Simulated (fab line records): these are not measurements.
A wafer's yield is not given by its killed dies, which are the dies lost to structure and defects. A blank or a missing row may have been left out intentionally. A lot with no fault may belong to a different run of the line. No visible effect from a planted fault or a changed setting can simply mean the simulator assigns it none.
fab line records -- flow n5_finfet
[record] lots = 9, wafers = 24, last_day = 18
route steps=1938 shown BEOL_M0_CUTY@705 BEOL_M0@717 BEOL_M4@1111 PASSIVATION@1936
lots with no fault: from the same line, run without faults
start_h: hours from the record's opening day to when the first of the lot's shown wafers began -- wait_h: hours elapsed since this lot's preceding step -- " same as the row above -- L1.1+2: a row that stands for several wafers -- - no value, or no start given -- * or withheld: withheld -- < > ~ a bound
route shown NAME@n: NAME is a module with steps in the file, n the number in the route of the first one -- usual: average and standard deviation across the fault-free wafers -- same: alike in all rows -- chamber/n: place in a boat -- sites: readings site by site -- _std_site: standard deviation across them -- _edge_site: the outer-site mean with the inner-site mean subtracted -- radius_mm: for every site, how far away it sits from the centre of the wafer -- mask NAME#n: copy n -- behind: the most recent tool/chamber to have shaped the wafer -- hold: why the lot was held/for how many hours/how that ended -- device: names the non-switching transistor (n, p or np) -- end of line: tests run on the same wafers once the route is complete -- a step given without rows: its recipe and nothing more -- killed: dies that structure and defects cost at the first sort, which is not the same as the wafer's yield -- map: dies across one wafer; x = killed, . = not, _ = none there
set.NAME: setting as actually run; set.NAME@STEP: the setting as run at that earlier step -- model.NAME: the simulator's own value behind a step, which no gauge read
route steps across a sampled set of lots; one table per step, one row per wafer
services: when a tool's chamber went out of use (start_h, in hours from the record's first day, below 0 if earlier), for how many hours, and the reason
[[steps]]
[step N5_BEOL_M0_CUTY_EXPOSE_54]
[recipe] mask_id = M0_ABLK, na = 1.35, source_shape = conventional, sigma_outer = 0.8, polarization = unpolarized, dose_mj = 36
lot.wafer,tool,chamber,start_h,wait_h,mask
L761.1+4+6,arfi_scanner-01,0,126.95,-,M0_ABLK#0
L762.2+3+4,arfi_scanner-01,0,135.21,-,M0_ABLK#0
L763.3+4+6,arfi_scanner-01,0,141.00,-,M0_ABLK#0
L770.4+5+6,arfi_scanner-02,0,188.24,-,M0_ABLK#0
L776.1+6,arfi_scanner-01,0,213.96,-,M0_ABLK#0
L777.2+6,arfi_scanner-01,0,227.55,-,M0_ABLK#0
L779.1+2,arfi_scanner-01,0,232.76,-,M0_ABLK#0
L780.3+5+6,arfi_scanner-03,0,246.01,-,M0_ABLK#0
L781.2+3+5,arfi_scanner-02,0,251.79,-,M0_ABLK#0
[step N5_BEOL_M0_CUTY_CD_MEAS_57]
[recipe] target_cd_nm = 200, landing_energy_ev = 500, detector = se_inlens, polarity = line
[usual] cd_nm = 200.0/1
lot.wafer,tool,chamber,start_h,wait_h,cd_nm
L761.1,cd_sem-03,0,127.07,-,199.9
L761.4,cd_sem-03,0,127.07,-,199.3
L761.6,cd_sem-03,0,127.07,-,200.4
L762.2,cd_sem-02,0,135.33,-,201.2
L762.3,cd_sem-02,0,135.33,-,198.9
L762.4,cd_sem-02,0,135.33,-,200.2
L763.3,cd_sem-02,0,141.12,-,199.5
L763.4,cd_sem-02,0,141.12,-,200.5
L763.6,cd_sem-02,0,141.12,-,199.7
L770.4,cd_sem-01,0,188.35,-,200.3
L770.5,cd_sem-01,0,188.35,-,199.4
L770.6,cd_sem-01,0,188.35,-,200.5
L776.1,cd_sem-02,0,214.08,-,199.7
L776.6,cd_sem-02,0,214.08,-,83.3
L777.2,cd_sem-01,0,227.67,-,88.8
L777.6,cd_sem-01,0,227.67,-,88.1
L779.1,cd_sem-03,0,232.88,-,200.9
L779.2,cd_sem-03,0,232.88,-,91.5
L780.3,cd_sem-03,0,246.12,-,198.8
L780.5,cd_sem-03,0,246.12,-,198.2
L780.6,cd_sem-03,0,246.12,-,198.8
L781.2,cd_sem-02,0,251.91,-,200.7
L781.3,cd_sem-02,0,251.91,-,200.6
L781.5,cd_sem-02,0,251.91,-,199.8
[step N5_BEOL_M0_CUTY_ETCH_62]
[recipe] chemistry = CF4, target = SiARC, mask_material = CAR-ArF-block, time_s = 58.5, ion_energy_ev = 80, pressure_mtorr = 40, source_w = 545, bias_w = 36, Ar_flow_sccm = 100, cf4_flow_sccm = 100, ends = cleared
[usual] drypump_motor_current_A = 5.7/0.41, etch_rf_on_time_s = 59.1/2.3, oes_product_au = 0.68/0.097, rf_vpp_V = 183.9/1.4, showerhead_plenum_p_Torr = 2.13/0.088, throttle_valve_pct = 15.54/0.24
lot.wafer,tool,chamber,start_h,wait_h,drypump_motor_current_A,etch_rf_on_time_s,oes_product_au,rf_hours_counter_h,rf_vpp_V,showerhead_plenum_p_Torr,throttle_valve_pct
L761.1,rie_diel-02,2,127.33,0.0,5.6,57.9,0.60,219,183.0,2.12,15.83
L761.4,rie_diel-02,3,127.33,0.0,6.5,61.8,0.59,191,181.8,2.12,15.32
L761.6,rie_diel-02,2,127.33,0.0,5.6,58.2,0.59,-,183.8,2.12,15.85
L762.2,rie_diel-05,2,135.59,0.0,5.4,61.5,0.62,157,181.4,1.97,15.50
L762.3,rie_diel-05,1,135.59,0.0,6.1,59.8,0.65,141,183.8,2.23,15.71
L762.4,rie_diel-05,1,135.59,0.0,6.1,60.9,0.64,-,184.8,2.23,15.70
L763.3,rie_diel-04,3,141.62,0.0,6.0,59.4,0.86,0,184.6,2.12,15.14
L763.4,rie_diel-04,2,141.62,0.0,5.3,59.9,0.59,224,184.2,2.12,15.86
L763.6,rie_diel-04,0,141.62,0.0,5.6,58.0,0.76,-,184.6,2.28,15.58
L770.4,rie_diel-04,3,188.56,0.0,6.0,59.7,0.79,-,183.8,2.11,15.18
L770.5,rie_diel-04,0,188.56,0.0,5.6,58.9,0.73,-,185.7,2.27,15.61
L770.6,rie_diel-04,2,188.56,0.0,5.3,59.8,0.57,-,185.3,2.11,15.89
L776.1,rie_diel-04,2,214.21,0.0,5.3,60.1,0.57,256,183.3,2.11,15.95
L776.6,rie_diel-04,3,214.21,0.0,6.1,59.6,0.76,-,183.8,2.11,15.21
L777.2,rie_diel-05,3,227.79,0.0,5.5,55.6,0.78,34,183.9,2.11,15.74
L777.6,rie_diel-05,3,227.79,0.0,5.5,55.2,0.78,-,183.3,2.11,15.75
L779.1,rie_diel-05,2,233.27,0.0,5.4,61.8,0.59,193,181.9,1.96,15.57
L779.2,rie_diel-05,1,233.27,0.0,6.1,61.3,0.62,178,183.7,2.22,15.79
L780.3,rie_diel-05,1,246.36,0.0,6.2,60.2,0.62,183,185.8,2.22,15.80
L780.5,rie_diel-05,0,246.36,0.0,5.1,55.2,0.78,-,184.8,2.19,15.17
L780.6,rie_diel-05,3,246.36,0.0,5.5,55.4,0.77,-,182.9,2.11,15.76
L781.2,rie_diel-04,2,252.05,0.0,5.3,61.0,0.85,0,184.1,2.10,15.42
L781.3,rie_diel-04,3,252.05,0.0,6.0,60.1,0.74,43,183.0,2.10,15.24
L781.5,rie_diel-04,2,252.05,0.0,5.3,61.1,0.86,-,184.1,2.10,15.41
[step N5_BEOL_M0_CUTY_ETCH_63]
[recipe] chemistry = N2/H2, target = SOC, target_depth_a = 827, overetch_a = 165, mask_material = SiARC, temp_c = 40, ion_energy_ev = 200, time_s = 124, pressure_mtorr = 30, source_w = 840, bias_w = 150, n2_flow_sccm = 200, h2_flow_sccm = 200
[usual] drypump_motor_current_A = 5.7/0.41, oes_product_au = 0.66/0.084, rf_vpp_V = 524/3.1, showerhead_plenum_p_Torr = 2.53/0.11, throttle_valve_pct = 17.80/0.3
lot.wafer,tool,chamber,start_h,wait_h,drypump_motor_current_A,oes_product_au,rf_hours_counter_h,rf_vpp_V,showerhead_plenum_p_Torr,throttle_valve_pct
L761.1,rie_diel-02,2,127.37,0.0,5.6,0.58,219,524,2.53,18.13
L761.4,rie_diel-02,3,127.37,0.0,6.6,0.59,191,523,2.53,17.75
L761.6,rie_diel-02,2,127.37,0.0,5.6,0.57,-,524,2.53,18.09
L762.2,rie_diel-05,2,135.64,0.0,5.5,0.62,157,518,2.33,17.68
L762.3,rie_diel-05,1,135.64,0.0,6.2,0.63,141,528,2.65,17.82
L762.4,rie_diel-05,1,135.64,0.0,6.1,0.63,-,527,2.65,17.82
L763.3,rie_diel-04,3,141.67,0.0,6.1,0.81,0,523,2.48,17.23
L763.4,rie_diel-04,2,141.67,0.0,5.3,0.58,224,524,2.54,18.32
L763.6,rie_diel-04,0,141.67,0.0,5.6,0.72,-,529,2.73,17.86
L770.4,rie_diel-04,3,188.64,0.1,6.1,0.77,-,523,2.47,17.28
L770.5,rie_diel-04,0,188.64,0.1,5.6,0.70,-,528,2.72,17.91
L770.6,rie_diel-04,2,188.64,0.1,5.3,0.56,-,524,2.53,18.38
L776.1,rie_diel-04,2,214.25,0.0,5.3,0.56,256,524,2.52,18.36
L776.6,rie_diel-04,3,214.25,0.0,6.0,0.74,-,522,2.47,17.28
L777.2,rie_diel-05,3,227.84,0.0,5.5,0.73,34,523,2.49,18.05
L777.6,rie_diel-05,3,227.84,0.0,5.5,0.73,-,522,2.49,18.07
L779.1,rie_diel-05,2,233.31,0.0,5.5,0.59,193,517,2.32,17.75
L779.2,rie_diel-05,1,233.31,0.0,6.1,0.61,179,526,2.63,17.90
L780.3,rie_diel-05,1,246.41,0.0,6.2,0.60,183,524,2.63,17.90
L780.5,rie_diel-05,0,246.41,0.0,5.1,0.71,-,524,2.61,17.38
L780.6,rie_diel-05,3,246.41,0.0,5.6,0.72,-,522,2.49,18.05
L781.2,rie_diel-04,2,252.10,0.0,5.3,0.85,0,523,2.52,17.93
L781.3,rie_diel-04,3,252.10,0.0,6.1,0.72,43,522,2.46,17.31
L781.5,rie_diel-04,2,252.10,0.0,5.3,0.84,-,522,2.52,17.92
[step N5_BEOL_M0_STRIP_140]
[recipe] chemistry = CF4, resist = SiARC, power_w = 300, bias_power_w = 75, pressure_mtorr = 50, cf4_flow_sccm = 150, rf_frequency_hz = 6e+07
[usual] drypump_motor_current_A = 5.7/0.36, oes_product_au = 0.79/0.1, rf_vpp_V = 271.0/1.9, showerhead_plenum_p_Torr = 1.79/0.076, throttle_valve_pct = 13.51/0.26
lot.wafer,tool,chamber,start_h,wait_h,drypump_motor_current_A,oes_product_au,rf_hours_counter_h,rf_vpp_V,showerhead_plenum_p_Torr,throttle_valve_pct
L761.1,rie_diel-04,2,128.02,0.2,5.3,0.70,217,270.5,1.77,13.84
L761.4,rie_diel-04,0,128.02,0.2,5.5,0.88,-,271.3,1.93,13.56
L761.6,rie_diel-04,1,128.02,0.2,5.4,0.70,-,273.7,1.84,13.42
L762.2,rie_diel-05,2,136.84,0.1,5.5,0.74,157,266.1,1.66,13.53
L762.3,rie_diel-05,3,136.84,0.1,5.5,0.93,7,269.4,1.77,13.54
L762.4,rie_diel-05,1,136.84,0.1,6.2,0.76,-,275.8,1.88,13.70
L763.3,rie_diel-05,3,143.89,0.1,5.5,0.94,8,271.1,1.77,13.56
L763.4,rie_diel-05,1,143.89,0.1,6.1,0.76,-,274.3,1.88,13.72
L763.6,rie_diel-05,3,143.89,0.1,5.5,0.93,-,270.2,1.77,13.56
L770.4,rie_diel-04,2,191.01,0.2,5.3,0.68,-,272.4,1.77,13.89
L770.5,rie_diel-04,3,191.01,0.2,6.0,0.92,-,271.2,1.77,13.15
L770.6,rie_diel-04,0,191.01,0.2,5.6,0.85,-,272.7,1.92,13.63
L776.1,rie_diel-02,1,214.97,0.1,5.9,0.90,25,270.2,1.82,13.11
L779.1,rie_diel-04,0,235.12,0.3,5.6,0.83,75,273.0,1.91,13.64
L780.3,rie_diel-02,1,249.68,0.1,5.9,0.87,38,271.6,1.81,13.12
L780.5,rie_diel-02,0,249.68,0.1,6.1,0.66,-,267.4,1.69,13.52
L780.6,rie_diel-02,1,249.68,0.1,5.9,0.86,-,269.5,1.81,13.12
L781.2,rie_diel-05,3,257.74,0.1,5.5,0.87,44,271.1,1.76,13.66
L781.3,rie_diel-05,2,257.74,0.1,5.4,0.70,200,268.8,1.65,13.62
L781.5,rie_diel-05,0,257.74,0.1,5.1,0.86,-,271.2,1.83,13.11
[step N5_BEOL_M4_RC_MEAS_101]
[usual] DIBL_N = 36.4/2, DIBL_P = 36.1/2.5, IOFF_N = 0.16/0.037, IOFF_P = 0.20/0.038, ION_N = 670/13, ION_P = 459/8.3, SS_N = 71.6/0.69, SS_P = 73.3/0.72, VT_N = 250/3.4, VT_P = -251/3.1
lot.wafer,tool,chamber,start_h,wait_h,DIBL_N[mV/V],DIBL_P[mV/V],IOFF_N[nA/um],IOFF_P[nA/um],ION_N[uA/um],ION_P[uA/um],SS_N[mV/dec],SS_P[mV/dec],VT_N[mV],VT_P[mV]
L761.1,prober-01,0,174.66,0.0,35.9,36.2,0.15,0.18,662,449,71.2,73.6,251,-252
L761.4,prober-01,0,174.66,0.0,36.8,37.7,0.17,0.21,678,462,71.3,73.8,250,-249
L761.6,prober-01,0,174.66,0.0,33.4,33.5,0.12,0.15,659,454,70.8,73.1,251,-253
L762.2,prober-01,0,179.75,0.2,34.5,33.9,0.12,0.16,665,454,71.7,72.6,255,-255
L762.3,prober-01,0,179.75,0.2,36.0,36.7,0.16,0.21,681,467,72.5,72.8,247,-249
L762.4,prober-01,0,179.75,0.2,32.3,32.2,0.10,0.14,654,457,70.5,71.8,256,-255
L763.3,prober-01,0,190.24,0.3,34.4,35.5,0.13,0.21,640,448,71.0,73.1,254,-250
L763.4,prober-01,0,190.24,0.3,32.4,31.9,0.10,0.16,650,450,69.9,72.2,256,-253
L763.6,prober-01,0,190.24,0.3,35.2,36.7,0.15,0.22,673,462,70.7,72.9,248,-248
L770.4,prober-01,0,231.67,0.5,33.7,33.7,0.13,0.16,653,448,72.3,72.8,253,-254
L770.5,prober-01,0,231.67,0.5,37.2,38.4,0.19,0.22,676,457,72.1,73.9,248,-250
L770.6,prober-01,0,231.67,0.5,32.1,33.1,0.12,0.15,669,455,70.9,72.4,254,-255
L776.1,prober-02,0,271.00,0.0,37.6,36.6,0.17,0.24,700,485,71.6,73.2,247,-247
L779.1,prober-02,0,297.49,0.0,35.5,35.2,0.15,0.21,669,460,72.0,72.5,250,-250
L780.3,prober-02,0,300.32,0.3,35.4,36.3,0.14,0.18,678,464,70.8,73.9,252,-254
L780.5,prober-02,0,300.32,0.3,37.1,36.9,0.15,0.18,657,441,71.9,73.3,253,-256
L780.6,prober-02,0,300.32,0.3,35.8,36.5,0.14,0.18,663,458,71.3,73.5,250,-256
L781.2,prober-01,0,304.50,0.2,36.7,36.9,0.18,0.19,676,455,71.4,74.0,246,-254
L781.3,prober-01,0,304.50,0.2,37.6,36.4,0.17,0.18,668,445,71.6,73.9,247,-255
L781.5,prober-01,0,304.50,0.2,35.3,34.9,0.13,0.17,651,452,70.8,72.3,251,-256
[step N5_PASSIVATION_PROBE_49]
[usual] defect_limited_yield = 91.2/1.6, killed_at_M0_to_M3 = 34/11, killed_at_M4_up = 13/5.2, killed_at_contacts = 13/6.3, killed_at_front_end = 40/14, killed_at_other = 3.2/2.4, killed_dies = 104/19, killed_on_rim = 14/4.2, killed_open = 69/14, killed_short = 32/7.5, sort_bin_5_function = 5.3/1.1, sort_bin_6_memory = 3.2/0.73, sort_bin_8_speed = 0.01/0.038, sort_n_pass = 1076/19, sort_yield_pct = 91.2/1.6
[same] gross_dies = 1180, killed_at_back_side = 0, sort_bin_4_leakage[%] = 0
lot.wafer,tool,chamber,start_h,wait_h,defect_limited_yield[%],killed_at_M0_to_M3,killed_at_M4_up,killed_at_contacts,killed_at_front_end,killed_at_other,killed_dies,killed_on_rim,killed_open,killed_short,sort_bin_5_function[%],sort_bin_6_memory[%],sort_bin_8_speed[%],sort_n_pass,sort_yield_pct[%]
L761.1,prober-02,-,264.15,0.0,91.9,26,19,12,38,0,95,17,64,28,5.3,2.7,0.08,1084,91.9
L761.4,prober-02,-,264.30,0.2,90.9,20,12,22,50,3,107,14,81,26,6.3,2.7,0,1073,90.9
L761.6,prober-02,-,264.40,0.3,93.6,16,18,13,26,3,76,10,53,20,3.6,2.6,0,1104,93.6
L762.2,prober-01,-,287.47,0.1,90.9,32,14,17,42,2,107,12,73,34,5.0,3.7,0,1073,90.9
L762.3,prober-01,-,287.52,0.1,90.8,43,18,21,26,1,109,13,79,29,5.3,3.7,0,1071,90.8
L762.4,prober-01,-,287.57,0.2,91.0,26,13,23,42,2,106,14,68,38,5.3,3.4,0,1074,91.0
L770.4,prober-02,-,358.62,0.2,93.1,28,12,7,33,1,81,12,36,42,4.4,2.1,0,1099,93.1
L770.5,prober-02,-,358.67,0.2,90.8,27,15,24,40,3,109,13,77,30,5.3,3.6,0.08,1071,90.8
L770.6,prober-02,-,358.72,0.3,93.1,22,9,21,30,0,82,5,56,26,4.5,2.2,0,1098,93.1
L776.1,prober-01,-,369.36,0.0,92.3,20,19,12,36,4,91,16,59,31,4.4,3.0,0,1089,92.3
L776.6,prober-01,-,369.61,0.3,0,1112,15,16,32,5,1180,152,61,40,96.1,3.5,0,0,0
L777.2,prober-01,-,393.39,0.1,0,1091,13,27,46,3,1180,152,90,44,94.8,4.6,0,0,0
L777.6,prober-01,-,393.59,0.3,0,1131,10,17,21,1,1180,152,50,18,97.2,2.5,0,0,0
L779.1,prober-02,-,400.46,0.0,91.7,24,7,23,43,1,98,8,60,37,5.8,2.2,0,1082,91.7
L779.2,prober-02,-,400.51,0.1,0,1119,11,8,41,1,1180,152,69,33,96.4,2.8,0,0,0
// killed by level:class
L761.1 MOL_CONTACT_COAG:geometric_particle:open=11 FIN_SAQP:geometric_particle:short=9 FIN_SAQP:geometric_particle:open=7 DUMMY_GATE:geometric_particle:open=5 BEOL_M0_SAQP:geometric_particle:open=5 BEOL_M2:geometric_particle:open=5 BEOL_M4:geometric_particle:open=5 BEOL_M0:geometric_particle:open=4
L761.4 MOL_CONTACT_COAG:geometric_particle:open=18 FIN_SAQP:geometric_particle:open=12 BEOL_M2:geometric_particle:open=10 FIN_SAQP:geometric_particle:short=8 STI_FIN_REVEAL:geometric_particle:open=6 DUMMY_GATE:geometric_particle:open=5 STARTING-WAFER:geometric_particle:open=5 MOL_CONTACT_COAG:geometric_particle:short=4
L761.6 MOL_CONTACT_COAG:geometric_particle:open=11 BEOL_M4:geometric_particle:open=8 FIN_SAQP:geometric_particle:open=7 BEOL_M2:geometric_particle:open=7 STI_FIN_REVEAL:geometric_particle:open=6 BEOL_M5:geometric_particle:open=4 DUMMY_GATE:geometric_particle:short=3 BEOL_M0_SAQP:geometric_particle:short=3
L762.2 MOL_CONTACT_COAG:geometric_particle:open=12 BEOL_M2:geometric_particle:open=11 FIN_SAQP:geometric_particle:open=10 FIN_SAQP:geometric_particle:short=7 BEOL_M4:geometric_particle:open=6 BEOL_M0_SAQP:geometric_particle:open=6 STI_FIN_REVEAL:geometric_particle:open=5 MOL_CONTACT_COAG:geometric_particle:short=5
L762.3 MOL_CONTACT_COAG:geometric_particle:open=20 BEOL_M1:geometric_particle:open=12 BEOL_M0_SAQP:geometric_particle:open=12 BEOL_M0_SAQP:geometric_particle:short=8 STI_FIN_REVEAL:geometric_particle:open=5 BEOL_M4:geometric_particle:open=5 BEOL_M2:geometric_particle:open=4 FIN_SAQP:geometric_particle:short=3
L762.4 MOL_CONTACT_COAG:geometric_particle:open=20 FIN_SAQP:geometric_particle:open=8 BEOL_M2:geometric_particle:open=8 FIN_SAQP:geometric_particle:short=8 STI_FIN_REVEAL:geometric_particle:open=6 BEOL_M0_SAQP:geometric_particle:open=6 GATE_CUT:geometric_particle:short=5 STI_FIN_REVEAL:geometric_particle:short=4
L770.4 FIN_SAQP:geometric_particle:short=10 BEOL_M0_SAQP:geometric_particle:short=9 STI_FIN_REVEAL:geometric_particle:open=6 MOL_CONTACT_COAG:geometric_particle:open=5 FIN_SAQP:geometric_particle:open=4 GATE_CUT:geometric_particle:short=4 BEOL_M0_SAQP:geometric_particle:open=4 BEOL_M2:geometric_particle:open=4
L770.5 MOL_CONTACT_COAG:geometric_particle:open=18 FIN_SAQP:geometric_particle:open=10 BEOL_M4:geometric_particle:open=7 FIN_SAQP:geometric_particle:short=6 STI_FIN_REVEAL:geometric_particle:open=6 BEOL_M0_SAQP:geometric_particle:open=6 BEOL_M0_SAQP:geometric_particle:short=6 BEOL_M2:geometric_particle:open=6
L770.6 MOL_CONTACT_COAG:geometric_particle:open=19 BEOL_M0_SAQP:geometric_particle:open=10 ILD0:geometric_particle:short=5 BEOL_M0_SAQP:geometric_particle:short=5 STI_FIN_REVEAL:geometric_particle:open=4 DUMMY_GATE:geometric_particle:open=3 ILD0:geometric_particle:open=3 GATE_CUT:geometric_particle:short=3
L776.1 MOL_CONTACT_COAG:geometric_particle:open=12 FIN_SAQP:geometric_particle:short=9 BEOL_M4:geometric_particle:open=9 BEOL_M0_SAQP:geometric_particle:open=7 FIN_SAQP:geometric_particle:open=5 BEOL_M0_SAQP:geometric_particle:short=5 STI_FIN_REVEAL:geometric_particle:open=4 DUMMY_GATE:geometric_particle:short=4
L776.6 BEOL_M0_CUTY:area_expose=1074 MOL_CONTACT_COAG:geometric_particle:open=10 STI_FIN_REVEAL:geometric_particle:open=10 BEOL_M0_SAQP:geometric_particle:open=9 BEOL_M0_SAQP:geometric_particle:short=9 BEOL_M2:geometric_particle:short=8 MOL_CONTACT_COAG:geometric_particle:short=6 BEOL_M2:geometric_particle:open=6
L777.2 BEOL_M0_CUTY:area_expose=1045 MOL_CONTACT_COAG:geometric_particle:open=20 FIN_SAQP:geometric_particle:short=13 BEOL_M3:geometric_particle:open=11 FIN_SAQP:geometric_particle:open=8 STI_FIN_REVEAL:geometric_particle:open=7 MOL_CONTACT_COAG:geometric_particle:short=7 BEOL_M0_SAQP:geometric_particle:short=7
L777.6 BEOL_M0_CUTY:area_expose=1111 MOL_CONTACT_COAG:geometric_particle:open=13 BEOL_M1:geometric_particle:open=8 STI_FIN_REVEAL:geometric_particle:open=4 MOL_CONTACT_COAG:geometric_particle:short=4 BEOL_M0_SAQP:geometric_particle:open=4 FIN_SAQP:geometric_particle:open=3 GATE_CUT:geometric_particle:short=3
L779.1 MOL_CONTACT_COAG:geometric_particle:open=15 FIN_SAQP:geometric_particle:short=14 MOL_CONTACT_COAG:geometric_particle:short=8 STI_FIN_REVEAL:geometric_particle:open=7 FIN_SAQP:geometric_particle:open=6 BEOL_M2:geometric_particle:open=6 BEOL_M3:geometric_particle:open=5 BEOL_M0_SAQP:geometric_particle:open=5
L779.2 BEOL_M0_CUTY:area_expose=1070 BEOL_M2:geometric_particle:open=18 BEOL_M0_SAQP:geometric_particle:short=10 BEOL_M1:geometric_particle:open=8 STI_FIN_REVEAL:geometric_particle:open=6 DUMMY_GATE:geometric_particle:open=6 MOL_CONTACT_COAG:geometric_particle:open=6 BEOL_M0:geometric_particle:open=6
[[services]]
tool,chamber,start_h,hours,kind
arfi_scanner-01,-,125.65,1.3,pm
arfi_scanner-03,-,132.96,16.1,repair
rie_diel-05,-,138.50,4.3,pm
rie_diel-04,3,143.18,13.8,repair
arfi_scanner-03,-,155.90,1.3,pm
arfi_scanner-01,-,160.12,6.7,repair
rie_diel-05,-,164.14,0.3,repair
rie_diel-05,-,171.64,2.2,repair
rie_diel-02,3,173.21,5.4,repair
arfi_scanner-03,-,173.28,4.9,pm
rie_diel-04,1,175.48,62.1,repair
arfi_scanner-03,-,185.51,1.0,pm
arfi_scanner-02,-,189.07,0.7,repair
arfi_scanner-01,-,190.00,1.0,pm
arfi_scanner-02,-,198.90,1.3,pm
rie_diel-05,3,201.47,13.7,repair
arfi_scanner-03,-,212.23,1.1,repair
rie_diel-05,2,219.41,2.6,repair
arfi_scanner-03,-,225.80,3.9,pm
rie_diel-02,3,230.91,5.1,repair
arfi_scanner-01,-,230.98,1.5,repair
arfi_scanner-02,-,250.18,0.8,pm
arfi_scanner-01,-,251.15,1.3,pm
arfi_scanner-01,-,253.68,0.8,pm
[[key]]
[first_sign] step = N5_BEOL_M0_CUTY_CD_MEAS_57, reading = cd_nm, direction = down, sigmas = 99+, usual = 200.0, struck = 87.9
[effect] step = N5_PASSIVATION_PROBE_49, reading = killed_at_M0_to_M3, direction = up, sigmas = 96, usual = 34, struck = 1113
[more_kills_born_at] N5_BEOL_M0_CUTY_EXPOSE_54@arfi_scanner-01 = 4300
met_at N5_BEOL_M0_CUTY_EXPOSE_54
struck_lots L776,L777,L779
struck_wafers L776.6,L777.2,L777.6,L779.2
later_rows_left_out L776.6,L777.2,L777.6,L779.2
not_acting_at N5_BEOL_M0_CUTY_ETCH_62,N5_BEOL_M0_CUTY_ETCH_63,N5_BEOL_M0_STRIP_140
onset_between 141.00 213.96
[fault] kind = process_parameter_drift, tool = arfi_scanner-01, chamber = -, onset_h = 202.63, steps = N5_BEOL_M0_CUTY_EXPOSE_54, channel = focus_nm, offset = 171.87, shape = step, end_h = 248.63, scope = struck_wafers_only
// later_rows_left_out: the simulator's readings of these wafers behind a module that went badly wrong aren't trusted and aren't shown, but for the sort
